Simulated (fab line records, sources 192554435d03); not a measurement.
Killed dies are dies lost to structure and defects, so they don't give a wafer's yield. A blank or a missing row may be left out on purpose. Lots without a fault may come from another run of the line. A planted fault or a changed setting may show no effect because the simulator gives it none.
fab line records | flow n5_finfet
record lots=5 wafers=14 last_day=16
route steps=1938 shown FIN_SAQP@126 FIN_CUT@154 STI_FIN_REVEAL@207 BEOL_M4@1111 PASSIVATION@1936
lots that met no fault: from a run of the same line without faults
start_h: hours from the record's first day to the start of the lot's first wafer shown | wait_h: hours since the lot's step before | " the same as in the row above | L1.1+2: a row that stands for several wafers | - no value, or no start given | * or withheld: withheld | < > ~ a bound
route shown NAME@n: a module of which the file shows steps, and the number in the route of the first | usual: mean/standard deviation of fault-free wafers | same: alike in all rows | chamber/n: place in a boat | sites: the reading at each site | _std_site: their standard deviation | _edge_site: outer sites' mean less inner sites' | radius_mm: how far each site lies from the wafer's centre | mask NAME#n: copy n | behind: the tool/chamber that last shaped the wafer | hold: why the lot was held/for how many hours/how that ended | device: the transistor (n, p or np) that didn't switch | end of line: the same wafers' tests at the end of the route | a step without rows: its recipe alone | killed: dies lost to structure and defects at the first sort, not the wafer's yield | map: a wafer's dies, x killed, . not, _ none there
set.NAME: the setting as run; set.NAME@STEP: as run at that earlier step | model.NAME: the simulator's own value behind a step, which no gauge read
lots at some steps of the route; a table a step, a row a wafer
services: from which hour (start_h, from the record's first day; less than 0 if before it) a tool's chamber was out of use, for how many hours, and why
## steps
# step N5_FIN_SAQP_SPACER1_ETCHBACK_25
# recipe chemistry=CHF3/O2 mode=anisotropic_etchback target=SiO2 target_depth_a=244 time_s=12.2 pressure_mtorr=30 source_w=650 bias_w=170 Ar_flow_sccm=200 CHF3_flow_sccm=50 O2_flow_sccm=5 ion_energy_ev=200
# step N5_FIN_SAQP_MANDREL1_REMOVE_56
# recipe chemistry=HBr/Cl2/O2 bt_time_s=10 target=a-Si stop_on=SiNx endpoint=OES-SiCl over_etch_frac=1 icp_w=600 bias_w=22 HBr_flow_sccm=150 Cl2_flow_sccm=80 O2_flow_sccm=5 pressure_mtorr=10
# step N5_FIN_SAQP_ETCH_57
# recipe chemistry=CH3F/O2 target=SiNx mask_material=SiO2 target_depth_a=325 time_s=46.4 pressure_mtorr=30 source_w=395 bias_w=73 Ar_flow_sccm=150 CH3F_flow_sccm=30 O2_flow_sccm=20 ion_energy_ev=120 ends=cleared
# step N5_FIN_SAQP_ETCH_65
# recipe chemistry=CF4 target=SiO2 target_depth_a=40 ion_energy_ev=350 time_s=4.4 pressure_mtorr=10 icp_w=800 bias_w=400 cf4_flow_sccm=80
# step N5_FIN_SAQP_MANDREL_ETCH_58
# recipe chemistry=HBr/Cl2 target=a-Si target_depth_a=450 bt_time_s=10 stop_on=SiNx mask_material=SiO2 over_etch_frac=0.8 time_s=27 pressure_mtorr=10 icp_w=800 bias_w=75 HBr_flow_sccm=150 Cl2_flow_sccm=80 ends=end_point
# step N5_FIN_SAQP_RECESS_63
# recipe chemistry=HF/NH3 target=SiO2 target_depth_a=180 afs_cycles=3 temp_c=30 sublimation_temp_c=180 sublimation_time_s=60
# step N5_FIN_SAQP_COAT_68
# recipe resist=SOC temp_c=250 time_s=60 spin_rpm=1500 resist_thk_nm=100
# step N5_FIN_SAQP_ETCH_69
# recipe chemistry=N2/H2 target=SOC target_depth_a=1500 stop_on=SiNx ion_energy_ev=100 bias_w=61 pressure_mtorr=30 source_w=850 n2_flow_sccm=200 h2_flow_sccm=200
# step N5_FIN_SAQP_ETCH_67
# recipe chemistry=CH3F/O2 target=SiNx target_depth_a=300 mask_material=SOC pressure_mtorr=30 source_w=395 bias_w=73 Ar_flow_sccm=150 CH3F_flow_sccm=30 O2_flow_sccm=20 ion_energy_ev=120
# step N5_FIN_SAQP_STRIP_70
# recipe chemistry=N2/H2 power_w=500 temp_c=40 pressure_mtorr=50 rf_frequency_hz=6e+07 overash_fraction=0.3 bias_power_w=28 h2_frac=0.5 n2_flow_sccm=300 h2_flow_sccm=300
# step N5_FIN_SAQP_RECESS_71
# recipe chemistry=HF/NH3 target=SiO2 target_depth_a=30 afs_cycles=1 temp_c=30 sublimation_temp_c=180 sublimation_time_s=60
# step N5_FIN_SAQP_SPACER2_ALD_28
# recipe material=SiO2 target_thk_a=81 temp_c=300 ald_precursor_family=BDEAS ald_co_reactant=O2-plasma pulse_time_s=1 purge_time_s=2 co_reactant_purge_time_s=2 pressure_torr=2
# usual heater_power_w=499/42 precursor_pulse_height_rel=0.997/0.02
# columns lot.wafer tool chamber start_h wait_h heater_power_w precursor_pulse_height_rel model.SiO2_of_FIN_SAQP_SPACER2_ALD_28.thk_nm
L964.2 ald_sin-02 3 34.17 0.1 500 0.979 8.2
L964.3 " 2 " " 537 1.015 8.2
L964.6 " 3 " " 514 1.021 8
L966.1 ald_sin-02 3 43.92 0.4 504 1.012 8.2
L966.3 " 2 " " 538 1.005 8.2
L966.4 " 0 " " 527 0.981 10.6
L967.1 ald_sin-02 0 48.46 0.1 519 1.008 8
L967.2 " 3 " " 503 1.000 8
L967.4 " 1 " " 548 1.021 10.6
L970.2 ald_sin-02 3 67.13 0.1 502 1.000 8.2
L970.4 " 0 " " 520 0.975 10.6
L983.1 ald_sin-01 2 146.88 0.1 445 1.018 8.2
L983.4 " 2 " " 466 1.018 8.2
L983.6 " 1 " " 474 1.020 8
# step N5_FIN_SAQP_SPACER2_ETCHBACK_29
# recipe chemistry=CHF3/O2 mode=anisotropic_etchback target=SiO2 target_depth_a=122 time_s=6.1 pressure_mtorr=30 source_w=650 bias_w=170 Ar_flow_sccm=200 CHF3_flow_sccm=50 O2_flow_sccm=5 ion_energy_ev=200
# step N5_FIN_SAQP_MANDREL2_REMOVE_60
# recipe chemistry=HBr/Cl2/O2 bt_time_s=10 target=a-Si stop_on=SiNx endpoint=OES-SiCl over_etch_frac=1 icp_w=600 bias_w=22 HBr_flow_sccm=150 Cl2_flow_sccm=80 O2_flow_sccm=5 pressure_mtorr=10
# usual drypump_motor_current_A=5.6/0.57 oes_product_au=0.995/0.015 throttle_valve_pct=36.67/0.21
# columns lot.wafer tool chamber start_h wait_h drypump_motor_current_A oes_product_au rf_hours_counter_h throttle_valve_pct model.FIN_SAQP.cd_nm
L964.2 rie_si-03 0 34.60 0.1 5.3 1.022 3 36.99 8.2
L964.3 " 2 " " 5.3 0.976 82 36.49 8.2
L964.6 " 0 " " 5.3 1.012 - 36.99 8.2
L966.1 rie_si-01 2 44.33 0.1 6.0 0.982 113 36.93 8.2
L966.3 " 3 " " 6.3 0.994 77 36.84 8.2
L966.4 " 2 " " 6.0 0.970 - 36.90 10.6
L967.1 rie_si-05 0 48.87 0.1 5.7 0.991 104 36.33 8
L967.2 " 3 " " 5.2 0.982 50 36.48 8
L967.4 " 1 " " 5.2 0.991 166 36.44 10.6
L970.2 rie_si-05 2 67.54 0.1 5.9 1.007 48 36.65 8.2
L970.4 " 1 " " 5.2 0.994 - 36.43 10.6
L983.1 rie_si-05 2 147.30 0.1 6.0 1.007 50 36.65 8.2
L983.4 " 2 " " 6.0 1.007 - 36.64 8.2
L983.6 " 0 " " 5.7 0.995 - 36.36 8
# step N5_FIN_SAQP_CD_MEAS_31
# recipe target_cd_nm=8 landing_energy_ev=1000 detector=se_inlens polarity=line
# usual cd_nm=8.07/0.21
# columns lot.wafer tool chamber start_h wait_h cd_nm
L964.2 cd_sem-03 0 34.72 0.1 7.80
L964.3 " 0 " " 7.94
L964.6 " 0 " " 8.02
L966.1 cd_sem-03 0 44.44 0.1 8.34
L966.3 " 0 " " 8.35
L966.4 " 0 " " 10.39
L967.1 cd_sem-03 0 48.98 0.1 8.02
L967.2 " 0 " " 8.29
L967.4 " 0 " " 10.25
L970.2 cd_sem-02 0 67.65 0.1 8.04
L970.4 " 0 " " 10.20
L983.1 cd_sem-03 0 147.41 0.1 8.14
L983.4 " 0 " " 8.15
L983.6 " 0 " " 7.87
# step N5_FIN_SAQP_HM_OPEN_33
# recipe chemistry=CH3F/O2 target=SiNx mask_material=SiO2 target_depth_a=494 time_s=70.6 pressure_mtorr=30 source_w=395 bias_w=73 Ar_flow_sccm=150 CH3F_flow_sccm=30 O2_flow_sccm=20 ion_energy_ev=120 ends=cleared
# step N5_FIN_SAQP_ETCH_34
# recipe chemistry=C4F6/O2 target=SiO2 target_depth_a=450 time_s=15 ion_energy_ev=250 pressure_mtorr=30 source_w=345 bias_w=185 Ar_flow_sccm=300 C4F6_flow_sccm=10 O2_flow_sccm=10 ends=cleared
# step N5_FIN_SAQP_STRIP_77
# recipe chemistry=N2/H2 time_s=90 power_w=100 temp_c=40 pressure_mtorr=100 rf_frequency_hz=6e+07 bias_power_w=3 n2_flow_sccm=300 h2_flow_sccm=300
# step N5_FIN_SAQP_HM_CD_35
# recipe target_cd_nm=8 polarity=line
# usual cd_nm=8.11/0.23
# columns lot.wafer tool chamber start_h wait_h cd_nm
L964.2 cd_sem-03 - 34.99 0.1 8.15
L964.3 " - " " 8.47
L964.6 " - " " 8.12
L966.1 cd_sem-02 - 44.71 0.1 8.34
L966.3 " - " " 8.38
L966.4 " - " " 10.70
L967.1 cd_sem-02 - 49.58 0.1 7.67
L967.2 " - " " 8.11
L967.4 " - " " 10.61
L970.2 cd_sem-01 - 67.92 0.1 8.30
L970.4 " - " " 10.11
L983.1 cd_sem-03 - 147.73 0.1 8.00
L983.4 " - " " 8.15
L983.6 " - " " 8.07
# step N5_FIN_SAQP_ETCH_64
# recipe chemistry=CF4 target=SiO2 target_depth_a=15 ion_energy_ev=350 pressure_mtorr=10 icp_w=800 bias_w=400 cf4_flow_sccm=80
# step N5_FIN_SAQP_FIN_ETCH_36
# recipe chemistry=HBr/Cl2/O2 target_depth_a=1200 mask_material=SiNx time_s=50.4 bias_w=102 pressure_mtorr=10 icp_w=800 HBr_flow_sccm=150 Cl2_flow_sccm=80 O2_flow_sccm=12
# usual drypump_motor_current_A=5.6/0.58 oes_product_au=0.995/0.016 throttle_valve_pct=36.00/0.2
# columns lot.wafer tool chamber start_h wait_h drypump_motor_current_A oes_product_au rf_hours_counter_h throttle_valve_pct model.FIN_SAQP.cd_nm
L964.2 rie_si-01 0 35.05 0.0 6.4 1.009 105 36.16 8.2
L964.3 " 1 " " 4.7 0.967 64 36.14 8.2
L964.6 " 2 " " 6.0 0.981 - 36.25 8
L966.1 rie_si-05 1 44.78 0.0 5.2 1.022 166 35.73 8
L966.3 " 0 " " 5.7 1.008 104 35.67 8.2
L966.4 " 3 " " 5.2 0.990 50 35.78 10.4
L967.1 rie_si-01 1 49.64 0.0 4.7 0.978 65 36.11 8
L967.2 " 2 " " 6.0 0.987 114 36.22 8
L967.4 " 3 " " 6.3 0.998 77 36.16 10.6
L970.2 rie_si-01 1 67.99 0.0 4.7 0.970 65 36.13 8.2
L970.4 " 3 " " 6.3 0.981 77 36.18 10.6
L983.1 rie_si-01 3 147.79 0.0 6.3 0.974 79 36.18 8.2
L983.4 " 2 " " 6.0 0.978 116 36.24 8
L983.6 " 3 " " 6.3 0.981 - 36.17 8
# step N5_FIN_SAQP_CD_MEAS_37
# recipe target_cd_nm=8 polarity=line
# usual cd_nm=8.08/0.22
# columns lot.wafer tool chamber start_h wait_h cd_nm
L964.2 cd_sem-02 - 35.17 0.1 7.83
L964.3 " - " " 8.32
L964.6 " - " " 8.00
L966.1 cd_sem-03 - 44.89 0.1 7.87
L966.3 " - " " 8.28
L966.4 " - " " 10.44
L967.1 cd_sem-03 - 49.77 0.1 7.89
L967.2 " - " " 7.53
L967.4 " - " " 10.71
L970.2 cd_sem-01 - 68.11 0.1 8.06
L970.4 " - " " 10.61
L983.1 cd_sem-02 - 147.91 0.1 8.13
L983.4 " - " " 7.92
L983.6 " - " " 8.10
# step N5_FIN_SAQP_PRECLEAN_38
# recipe chemistry=O3/DIW time_s=45 temp_c=22 o3_ppm=10
# step N5_FIN_SAQP_PRECLEAN_45
# recipe chemistry=dHF time_s=10 dilution=500:1 temp_c=25
# step N5_FIN_SAQP_SRD_39
# recipe dry=ipa_marangoni time_s=30 temp_c=23 rinse_liquid=diw
# step N5_FIN_CUT_COAT_18
# recipe resist=SOC temp_c=250 time_s=60 spin_rpm=1500 resist_thk_nm=230
# step N5_FIN_CUT_COAT_19
# recipe resist=SiARC temp_c=220 time_s=60 spin_rpm=1500 resist_thk_nm=20
# step N5_FIN_CUT_COAT_29
# recipe resist=underlayer temp_c=205 time_s=60 spin_rpm=1500 resist_thk_nm=10
# step N5_FIN_CUT_COAT_02
# recipe resist=CAR-EUV spin_rpm=1500 resist_thk_nm=30
# step N5_FIN_CUT_EBR_04
# recipe solvent=PGMEA ebr_width_mm=1.5
# step N5_FIN_CUT_SOFTBAKE_03
# recipe temp_c=110 time_s=60 resist=CAR-EUV
# step N5_FIN_CUT_EXPOSE_05
# recipe mask_id=FIN_CUT na=0.33 source_shape=annular sigma_inner=0.35 sigma_outer=0.8 polarization=unpolarized dose_mj=45.75
# step N5_FIN_CUT_PEB_06
# recipe peb_temp_c=100 peb_time_s=60 resist=CAR-EUV
# step N5_FIN_CUT_DEVELOP_07
# recipe develop_time_s=30 developer=TMAH resist=CAR-EUV rinse_liquid=surfactant_rinse dry=air_spin dev_temp_c=23
# step N5_FIN_CUT_DESCUM_13
# recipe chemistry=O2 time_s=7 source_power_w=50 bias_power_w=20 pressure_mtorr=20 rf_frequency_hz=2.712e+07 temp_c=40 resist=CAR-EUV o2_flow_sccm=225
# step N5_FIN_CUT_ETCH_30
# recipe chemistry=N2/H2 target=underlayer target_depth_a=130 mask_material=CAR-EUV time_s=10.4 ion_energy_ev=200 pressure_mtorr=30 source_w=840 bias_w=150 n2_flow_sccm=200 h2_flow_sccm=200 ends=cleared
# step N5_STI_FIN_REVEAL_CD_MEAS_22
# recipe target_cd_nm=6.238 pitch_nm=28 polarity=line
# usual cd_nm=6.21/0.23
# columns lot.wafer tool chamber start_h wait_h cd_nm
L964.2 cd_sem-02 - 45.58 0.0 6.22
L964.3 " - " " 5.93
L964.6 " - " " 6.40
L966.1 cd_sem-01 - 56.17 0.0 6.26
L966.3 " - " " 6.19
L966.4 " - " " 8.46
L967.1 cd_sem-01 - 61.04 0.0 5.81
L967.2 " - " " 6.52
L967.4 " - " " 9.05
L970.2 cd_sem-03 - 78.55 0.0 6.39
L970.4 " - " " 8.80
L983.1 cd_sem-01 - 158.47 0.0 5.95
L983.4 " - " " 5.94
L983.6 " - " " 6.13
# step N5_BEOL_M4_RC_MEAS_101
# usual DIBL_N=36.4/1.3 DIBL_P=36.5/1.7 IOFF_N=0.154/0.022 IOFF_N_85C=3.0/0.36 IOFF_N_LIN=0.072/0.0083 IOFF_P=0.202/0.025 IOFF_P_85C=3.5/0.35 IOFF_P_LIN=0.095/0.0097 ION_N=671/9.8 ION_P=460/6.8 SS_N=71.6/0.54 SS_P=73.4/0.58 VT_N=250.9/2.8 VT_N_LVT=99.2/2.8 VT_P=-251.4/2.7 VT_P_LVT=-100.2/2.7
# columns lot.wafer tool chamber start_h wait_h DIBL_N[mV/V] DIBL_P[mV/V] IOFF_N[nA/um] IOFF_N_85C[nA/um] IOFF_N_LIN[nA/um] IOFF_P[nA/um] IOFF_P_85C[nA/um] IOFF_P_LIN[nA/um] ION_N[uA/um] ION_P[uA/um] SS_N[mV/dec] SS_P[mV/dec] VT_N[mV] VT_N_LVT[mV] VT_P[mV] VT_P_LVT[mV]
L964.2 prober-02 0 172.60 0.2 36.5 35.3 0.150 3.0 0.072 0.178 3.2 0.086 675 458 71.1 73.0 250.9 97.0 -253.4 -101.8
L964.3 " 0 " " 36.8 35.4 0.157 3.1 0.074 0.186 3.3 0.089 673 457 71.5 73.1 250.9 96.8 -253.5 -101.4
L964.6 " 0 " " 35.9 35.0 0.145 2.9 0.070 0.176 3.2 0.085 675 455 72.2 73.3 251.1 97.4 -253.7 -101.3
L967.1 prober-02 0 177.79 0.0 37.4 36.4 0.146 2.8 0.066 0.175 3.1 0.082 659 448 71.6 73.0 250.6 100.1 -255.2 -101.3
L967.2 " 0 " " 38.3 38.3 0.163 3.1 0.071 0.193 3.3 0.089 662 447 71.6 73.2 253.5 97.8 -253.6 -101.4
L967.4 " 0 " " 53.7 59.0 1.497 19.8 0.474 1.113 14.2 0.320 801 518 74.2 78.8 213.5 61.4 -232.4 -77.5
L966.1 prober-02 0 182.05 0.0 35.6 34.8 0.114 2.4 0.055 0.141 2.6 0.070 656 448 71.0 72.6 256.6 103.8 -257.9 -107.1
L966.3 " 0 " " 36.8 36.3 0.133 2.7 0.062 0.159 3.0 0.075 660 445 71.6 73.6 257.2 102.4 -259.5 -105.6
L966.4 " 0 " " 52.0 56.8 1.078 15.6 0.364 0.800 11.5 0.242 769 497 75.5 79.2 220.2 67.7 -234.5 -85.7
L970.2 prober-02 0 220.21 0.2 35.4 34.7 0.159 3.1 0.072 0.178 3.2 0.087 672 452 71.6 72.9 248.4 96.6 -255.8 -100.9
L970.4 " 0 " " 49.8 54.5 1.222 17.0 0.404 0.964 13.2 0.298 771 504 74.4 78.5 216.7 63.0 -232.4 -78.6
L983.1 prober-01 0 295.71 0.0 37.2 37.3 0.181 3.4 0.081 0.229 3.9 0.105 686 466 71.5 74.3 246.2 94.4 -252.0 -96.2
L983.4 " 0 " " 37.4 36.9 0.176 3.3 0.079 0.230 3.9 0.105 676 461 72.2 74.3 249.3 95.4 -249.1 -96.2
L983.6 " 0 " " 37.0 36.0 0.167 3.3 0.075 0.210 3.6 0.098 672 453 71.8 73.7 251.2 95.4 -250.0 -97.1
# step N5_PASSIVATION_PROBE_49
# usual defect_limited_yield=91.1/1.3 killed_at_M0_to_M3=34/10 killed_at_M4_up=14/5.7 killed_at_contacts=12/5.9 killed_at_front_end=41/12 killed_at_other=4/3.1 killed_dies=105/15 killed_on_rim=14/4.2 killed_open=69/11 killed_short=35/7.8 sort_bin_4_leakage=0/0 sort_bin_5_function=5.3/0.81 sort_bin_6_memory=3.3/0.75 sort_n_pass=1075/15 sort_yield_pct=91.1/1.3
# same gross_dies=1180 killed_at_back_side=0 sort_bin_8_speed[%]=0
# columns lot.wafer tool chamber start_h wait_h defect_limited_yield[%] killed_at_M0_to_M3 killed_at_M4_up killed_at_contacts killed_at_front_end killed_at_other killed_dies killed_on_rim killed_open killed_short sort_bin_4_leakage[%] sort_bin_5_function[%] sort_bin_6_memory[%] sort_n_pass sort_yield_pct[%]
L964.2 prober-01 - 272.53 0.1 93.6 35 6 8 25 1 75 14 56 18 0 3.5 2.8 1105 93.6
L964.3 prober-01 - 272.58 0.1 89.9 38 12 16 53 0 119 17 65 48 0 5.4 3.9 1061 89.9
L964.6 prober-01 - 272.73 0.3 93.6 25 19 3 27 1 75 13 46 28 0 3.8 2.4 1105 93.6
L967.1 prober-01 - 279.32 0.0 90.8 25 14 16 52 2 109 12 69 36 0 5.0 3.9 1071 90.8
L967.2 prober-01 - 279.37 0.1 92.5 18 14 20 36 0 88 11 65 20 0 4.7 2.7 1092 92.5
L967.4 prober-01 - 279.47 0.2 92.3 23 18 14 36 0 91 9 57 32 92.29 4.2 2.8 0 0
L966.1 prober-02 - 282.08 0.0 91.3 33 22 10 32 6 103 11 62 39 0 5.1 3.4 1077 91.3
L966.3 prober-02 - 282.18 0.1 90.2 43 7 25 35 6 116 14 69 45 0 5.7 3.6 1064 90.2
L966.4 prober-02 - 282.23 0.2 91.3 21 14 21 44 3 103 20 68 34 91.27 5.9 2.6 0 0
L970.2 prober-01 - 336.55 0.1 90.5 29 18 24 38 3 112 18 81 31 0 5.9 3.2 1068 90.5
L970.4 prober-01 - 336.65 0.2 90.0 38 14 11 55 0 118 12 68 50 90.00 5.9 3.7 0 0
L983.1 prober-02 - 392.59 0.0 91.9 31 13 14 37 0 95 14 72 23 0 5.1 2.9 1085 91.9
L983.4 prober-02 - 392.74 0.2 91.0 33 4 22 46 1 106 16 77 27 0 5.2 3.2 1074 91.0
L983.6 prober-02 - 392.84 0.3 90.6 42 9 14 43 3 111 23 72 33 0 5.8 3.1 1069 90.6
# killed by level:class
L964.2 BEOL_M1:geometric_particle:open=10 MOL_CONTACT_COAG:geometric_particle:open=8 BEOL_M0_SAQP:geometric_particle:open=8 STI_FIN_REVEAL:geometric_particle:open=7 GATE_CUT:geometric_particle:short=6 BEOL_M0:geometric_particle:open=6 FIN_SAQP:geometric_particle:open=5 BEOL_M0_SAQP:geometric_particle:short=5
L964.3 BEOL_M0_SAQP:geometric_particle:short=12 MOL_CONTACT_COAG:geometric_particle:open=11 GATE_CUT:geometric_particle:short=10 BEOL_M0_SAQP:geometric_particle:open=9 BEOL_M1:geometric_particle:open=9 STI_FIN_REVEAL:geometric_particle:open=7 BEOL_M4:geometric_particle:open=7 FIN_SAQP:geometric_particle:open=6
L964.6 BEOL_M4:geometric_particle:open=11 BEOL_M0_SAQP:geometric_particle:short=10 BEOL_M0_SAQP:geometric_particle:open=9 BEOL_M4:geometric_particle:short=6 FIN_SAQP:geometric_particle:open=5 GATE_CUT:geometric_particle:short=4 FIN_SAQP:geometric_particle:short=3 STI_FIN_REVEAL:geometric_particle:open=3
L967.1 MOL_CONTACT_COAG:geometric_particle:open=13 GATE_CUT:geometric_particle:short=11 FIN_SAQP:geometric_particle:open=8 BEOL_M4:geometric_particle:open=8 STI_FIN_REVEAL:geometric_particle:open=7 BEOL_M1:geometric_particle:open=6 BEOL_M0_SAQP:geometric_particle:short=5 DUMMY_GATE:geometric_particle:open=4
L967.2 MOL_CONTACT_COAG:geometric_particle:open=17 STI_FIN_REVEAL:geometric_particle:open=7 BEOL_M4:geometric_particle:open=6 GATE_CUT:geometric_particle:open=5 BEOL_M0:geometric_particle:open=5 BEOL_M2:geometric_particle:open=5 FIN_SAQP:geometric_particle:open=4 GATE_CUT:geometric_particle:short=4
L967.4 MOL_CONTACT_COAG:geometric_particle:open=12 GATE_CUT:geometric_particle:open=6 BEOL_M4:geometric_particle:open=6 BEOL_M1:geometric_particle:open=5 STI_FIN_REVEAL:geometric_particle:short=4 STI_FIN_REVEAL:geometric_particle:open=4 STARTING-WAFER:geometric_particle:short=4 BEOL_M5:geometric_particle:open=4
L966.1 BEOL_M4:geometric_particle:open=14 BEOL_M2:geometric_particle:open=9 MOL_CONTACT_COAG:geometric_particle:open=7 BEOL_M0_SAQP:geometric_particle:short=7 FIN_SAQP:geometric_particle:short=6 FIN_SAQP:geometric_particle:open=6 GATE_CUT:geometric_particle:short=5 BEOL_M0_SAQP:geometric_particle:open=5
L966.3 MOL_CONTACT_COAG:geometric_particle:open=18 BEOL_M2:geometric_particle:open=10 BEOL_M0_SAQP:geometric_particle:short=9 BEOL_M0_SAQP:geometric_particle:open=9 STI_FIN_REVEAL:geometric_particle:open=7 MOL_CONTACT_COAG:geometric_particle:short=7 BEOL_M2:geometric_particle:short=6 STI_FIN_REVEAL:geometric_particle:short=5
L966.4 MOL_CONTACT_COAG:geometric_particle:open=19 FIN_SAQP:geometric_particle:open=10 BEOL_M4:geometric_particle:open=9 GATE_CUT:geometric_particle:short=8 FIN_SAQP:geometric_particle:short=6 STI_FIN_REVEAL:geometric_particle:open=6 BEOL_M2:geometric_particle:open=5 BEOL_M0_SAQP:geometric_particle:short=5
L970.2 MOL_CONTACT_COAG:geometric_particle:open=21 BEOL_M3:geometric_particle:open=11 FIN_SAQP:geometric_particle:open=10 BEOL_M4:geometric_particle:open=10 FIN_SAQP:geometric_particle:short=7 BEOL_M0_SAQP:geometric_particle:open=7 DUMMY_GATE:geometric_particle:open=6 STI_FIN_REVEAL:geometric_particle:open=4
L970.4 FIN_SAQP:geometric_particle:short=18 STI_FIN_REVEAL:geometric_particle:open=10 FIN_SAQP:geometric_particle:open=9 DUMMY_GATE:geometric_particle:open=7 MOL_CONTACT_COAG:geometric_particle:open=7 BEOL_M2:geometric_particle:open=7 BEOL_M4:geometric_particle:open=7 BEOL_M0_SAQP:geometric_particle:short=6
L983.1 STI_FIN_REVEAL:geometric_particle:open=11 MOL_CONTACT_COAG:geometric_particle:open=10 FIN_SAQP:geometric_particle:open=9 BEOL_M0_SAQP:geometric_particle:open=9 BEOL_M3:geometric_particle:open=7 GATE_CUT:geometric_particle:open=4 MOL_CONTACT_COAG:geometric_particle:short=4 BEOL_M5:geometric_particle:open=4
L983.4 MOL_CONTACT_COAG:geometric_particle:open=21 STI_FIN_REVEAL:geometric_particle:open=16 BEOL_M0_SAQP:geometric_particle:short=9 DUMMY_GATE:geometric_particle:open=6 BEOL_M0_SAQP:geometric_particle:open=6 FIN_SAQP:geometric_particle:short=5 BEOL_M1:geometric_particle:open=5 BEOL_M3:geometric_particle:open=5
L983.6 DUMMY_GATE:geometric_particle:open=14 BEOL_M0_SAQP:geometric_particle:short=13 MOL_CONTACT_COAG:geometric_particle:open=8 BEOL_M0_SAQP:geometric_particle:open=8 BEOL_M2:geometric_particle:open=8 STI_FIN_REVEAL:geometric_particle:open=7 BEOL_M3:geometric_particle:open=7 MOL_CONTACT_COAG:geometric_particle:short=6
# map L966.3 (x killed, . not)
_________________............________________
______________x.......x......x.._____________
___________...............xx.......__________
__________......x..............x...._________
________...x......x...x..............._______
_______................x............x..______
______x..x............x........x.x.x...._____
_____....................................____
____.....................x........x..x..xx___
___.........xxx.............xx...........x.__
___...x.x....x....................x...x...x__
__.........x..............xx.....x.........._
__......................x...........x...x..x_
_x....x...........x..x.............xxx..x....
_............x...x.x.x........x..x...........
_......x..x.x.....................xx...x.x...
_................x.............x....x........
_............x...........x..........x........
_........xx...x..............................
_.......................x..x.......x.........
_.......................x....................
__.......x.................................._
__...................................x...xx._
___.......x..x.......x.x...x...............__
___...........x..........x..x..............__
____............xx...x....................___
_____.......x.......x..x.x.....x.........____
______.......x.x...xx.....x...........x._____
_______................x...x...........______
________................x....x....x..._______
__________.............x..x.x......x_________
___________........................__________
______________.........x..x....._____________
_________________xx..........________________
# map L967.1 (x killed, . not)
_________________............________________
______________.....x............_____________
___________....x....x........xx...x__________
__________.x...x.........x....x....._________
________x.....x.........xx............_______
_______..............x................x______
______.................x................_____
_____......x.............................____
____.............xxxx.................x...___
___.x.....................x.x.x.....x......__
___...x.x..............x...................__
__..x..........x...x......x.....x..........._
__...x.....x.x.x.x.......x....x............._
_..............................x........x....
_........xx...x...x.........x................
_.x.............x............................
_xx..x...x................x.....x.....x......
_....x..........x........x...................
_....x.x........x.........x.................x
_........xx.........................xx.......
_.....x...x.............x.x.....x............
__.........x......................x.xx..x..._
__............x..x..x......................x_
___x..................x....x...........x...__
___...x.................x.x................__
____..x...................................___
_____................x.x.....x..........x____
______....x.................x..........._____
_______............x...x..............x______
________...........x.................._______
__________........x..............x.._________
___________..x............x..x.....__________
______________............x....._____________
_________________............________________
## services
# columns tool chamber start_h hours kind
ald_sin-02 - 29.58 1.3 repair
rie_si-03 - 43.37 0.7 repair
rie_si-01 0 43.95 3.1 repair
ald_sin-01 3 57.12 31.8 repair
rie_si-05 3 63.13 4.8 repair
rie_si-05 - 76.48 2.8 pm
ald_sin-01 - 85.25 14.0 pm
ald_sin-01 0 85.25 14.0 vent_cycle
ald_sin-01 1 85.25 14.0 vent_cycle
ald_sin-01 2 85.25 14.0 vent_cycle
ald_sin-01 0 99.25 - clean
ald_sin-01 1 99.25 - clean
ald_sin-01 2 99.25 - clean
ald_sin-01 3 99.25 - clean
ald_sin-01 0 123.97 5.6 repair
rie_si-03 - 126.64 14.6 pm
rie_si-05 0 130.86 1.6 repair
rie_si-05 0 136.57 3.3 repair
ald_sin-01 0 139.14 13.4 repair
rie_si-05 1 145.13 2.4 repair
## key
first_sign step=N5_FIN_SAQP_CD_MEAS_31 reading=cd_nm direction=up sigmas=10 usual=8.07 struck=10.28
effect step=N5_FIN_SAQP_HM_CD_35 reading=cd_nm direction=up sigmas=10 usual=8.11 struck=10.47
effect step=N5_FIN_SAQP_CD_MEAS_37 reading=cd_nm direction=up sigmas=11 usual=8.08 struck=10.59
effect step=N5_STI_FIN_REVEAL_CD_MEAS_22 reading=cd_nm direction=up sigmas=11 usual=6.21 struck=8.77
effect step=N5_BEOL_M4_RC_MEAS_101 reading=IOFF_N direction=up sigmas=51 usual=0.154 struck=1.266
effect step=N5_BEOL_M4_RC_MEAS_101 reading=IOFF_N_LIN direction=up sigmas=41 usual=0.072 struck=0.414
effect step=N5_BEOL_M4_RC_MEAS_101 reading=IOFF_N_85C direction=up sigmas=40 usual=3.0 struck=17.5
effect step=N5_BEOL_M4_RC_MEAS_101 reading=IOFF_P direction=up sigmas=30 usual=0.202 struck=0.959
effect step=N5_BEOL_M4_RC_MEAS_101 reading=IOFF_P_85C direction=up sigmas=27 usual=3.5 struck=13.0
effect step=N5_BEOL_M4_RC_MEAS_101 reading=IOFF_P_LIN direction=up sigmas=20 usual=0.095 struck=0.287
effect step=N5_BEOL_M4_RC_MEAS_101 reading=VT_N_LVT direction=down sigmas=13 usual=99.2 struck=64.0
effect step=N5_BEOL_M4_RC_MEAS_101 reading=VT_N direction=down sigmas=12 usual=250.9 struck=216.8
effect step=N5_BEOL_M4_RC_MEAS_101 reading=DIBL_P direction=up sigmas=12 usual=36.5 struck=56.7
effect step=N5_BEOL_M4_RC_MEAS_101 reading=DIBL_N direction=up sigmas=12 usual=36.4 struck=51.8
effect step=N5_BEOL_M4_RC_MEAS_101 reading=ION_N direction=up sigmas=11 usual=671 struck=780
effect step=N5_BEOL_M4_RC_MEAS_101 reading=SS_P direction=up sigmas=9.5 usual=73.4 struck=78.8
effect step=N5_PASSIVATION_PROBE_49 reading=sort_bin_4_leakage direction=up sigmas=99+ usual=0 struck=91.19
model_effect step=N5_FIN_SAQP_SPACER2_ALD_28 value=SiO2_of_FIN_SAQP_SPACER2_ALD_28.thk_nm without=8.133 struck=10.6
model_effect step=N5_FIN_SAQP_MANDREL2_REMOVE_60 value=FIN_SAQP.cd_nm without=8 struck=10.6
model_effect step=N5_FIN_SAQP_FIN_ETCH_36 value=FIN_SAQP.cd_nm without=8.067 struck=10.53
met_at N5_FIN_SAQP_SPACER2_ALD_28
struck_wafers L966.4,L967.4,L970.4
onset_between 34.17 43.92
fault kind=process_parameter_drift tool=ald_sin-02 chamber=- onset_h=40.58 steps=N5_FIN_SAQP_SPACER2_ALD_28 channel=target_thk_a offset=* shape=step end_h=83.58 scope=struck_wafers_only acts_in=* stated=*
